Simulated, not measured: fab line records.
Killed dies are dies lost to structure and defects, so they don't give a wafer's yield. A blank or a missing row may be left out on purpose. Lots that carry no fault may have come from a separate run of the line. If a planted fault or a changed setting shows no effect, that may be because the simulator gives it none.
One fault through the eyes of 2 desks | flow n5_finfet | only its own numbers are on each desk; what lay behind them is given at the end

== FOR THE TOOL OWNER'S DESK: rie_diel-02 ==
The tool's own readings at N5_BEOL_M1_ETCH_69 (etches SiARC in CF4, target depth 15.6 nm, time 26 s): means of the sampled wafers that have a number, for each lot that ran on this tool. A lot is out of limits, marked OUT, if its mean lies more than 4 standard deviations from the usual mean; the brackets give that distance.
Columns: A = drypump_motor_current_A at N5_BEOL_M1_ETCH_69, usual 5.6 A; B = etch_rf_on_time_s at N5_BEOL_M1_ETCH_69, usual 26.0 s; C = oes_product_au at N5_BEOL_M1_ETCH_69, usual 0.68 a.u.; D = rf_fwd_power_W at N5_BEOL_M1_ETCH_69, usual 532.2 W; E = rf_vpp_V at N5_BEOL_M1_ETCH_69, usual 183.8 V; F = showerhead_plenum_p_Torr at N5_BEOL_M1_ETCH_69, usual 2.12 Torr; G = throttle_valve_pct at N5_BEOL_M1_ETCH_69, usual 15.55 %
lot  | first seen here | A   | B              | C               | D     | E     | F    | G
L184 | day 6 11:47     | 5.7 | 26.1           | 0.70            | 530.9 | 184.3 | 2.11 | 15.50
L187 | day 7 11:53     | 5.4 | 25.6           | 0.76            | 533.9 | 182.6 | 2.13 | 15.33
L196 | day 9 17:10     | 5.6 | 17.6 (-13) OUT | 0.95            | 533.0 | 184.2 | 2.13 | 15.27
L197 | day 9 17:17     | 5.7 | 17.6 (-14) OUT | 1.00 (+4.0) OUT | 532.8 | 184.1 | 2.11 | 15.11
L200 | day 10 17:35    | 5.6 | 17.7 (-13) OUT | 0.93            | 531.9 | 183.4 | 2.13 | 15.28
Finding of this desk: L196, L197, L200 out of limits; the first was L196 at day 9 17:10, on etch_rf_on_time_s at N5_BEOL_M1_ETCH_69. L184, L187: within limits.

== AT THE METROLOGY DESK ==
Lot by lot, what the gauges showed, no matter which tool ran the lot: averages of those sampled wafers that carry a number. A lot is out of limits, marked OUT, if its mean lies more than 4 standard deviations from the usual mean; the brackets give that distance. Shown here are 7 of its 10 readings, the ones lying furthest out on some lot.
Columns: A = DIBL_N at N5_BEOL_M4_RC_MEAS_101, usual 36.6 mV/V; B = IOFF_N at N5_BEOL_M4_RC_MEAS_101, usual 0.17 nA/um; C = IOFF_P at N5_BEOL_M4_RC_MEAS_101, usual 0.23 nA/um; D = ION_N at N5_BEOL_M4_RC_MEAS_101, usual 681 uA/um; E = ION_P at N5_BEOL_M4_RC_MEAS_101, usual 467 uA/um; F = VT_N at N5_BEOL_M4_RC_MEAS_101, usual 249 mV; G = VT_P at N5_BEOL_M4_RC_MEAS_101, usual -249 mV
lot  | first seen here | A    | B    | C    | D   | E   | F   | G
L184 | day 8 16:04     | 38.2 | 0.18 | 0.23 | 684 | 465 | 248 | -249
L186 | day 8 20:31     | 37.3 | 0.16 | 0.20 | 675 | 462 | 250 | -253
L187 | day 9 11:08     | 35.1 | 0.15 | 0.17 | 676 | 460 | 250 | -254
L197 | day 11 21:41    | 36.7 | 0.16 | 0.20 | 686 | 465 | 251 | -253
L196 | day 11 22:51    | 36.0 | 0.15 | 0.17 | 669 | 453 | 251 | -256
L198 | day 12 05:02    | 36.9 | 0.18 | 0.24 | 674 | 464 | 250 | -249
L200 | day 12 21:51    | 40.7 | 0.22 | 0.27 | 689 | 469 | 248 | -247
L203 | day 13 04:14    | 39.2 | 0.25 | 0.32 | 704 | 486 | 242 | -243
L205 | day 13 12:21    | 36.4 | 0.16 | 0.20 | 674 | 460 | 249 | -249
This desk's finding: nothing out of limits on any of the 9 lots.

== TAKEN TOGETHER ==
The tool owner's desk had the chance to raise an alarm at day 9 17:10 on L196, L197, L200.
Metrology desk: nothing out of limits seen.
The metrology desk holds a record of L196, L197, L200, inside its limits.
All the named lots went through N5_BEOL_M1_ETCH_69 on rie_diel-02.

== WHAT THE SIMULATOR HAD PUT IN ==
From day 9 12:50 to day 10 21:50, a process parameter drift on rie_diel-02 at N5_BEOL_M1_ETCH_69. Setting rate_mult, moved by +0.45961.
Shown lots that were struck: L196, L197, L200.
Each desk's first reading out of limits, in hours after the fault started: the tool owner's desk, 4.
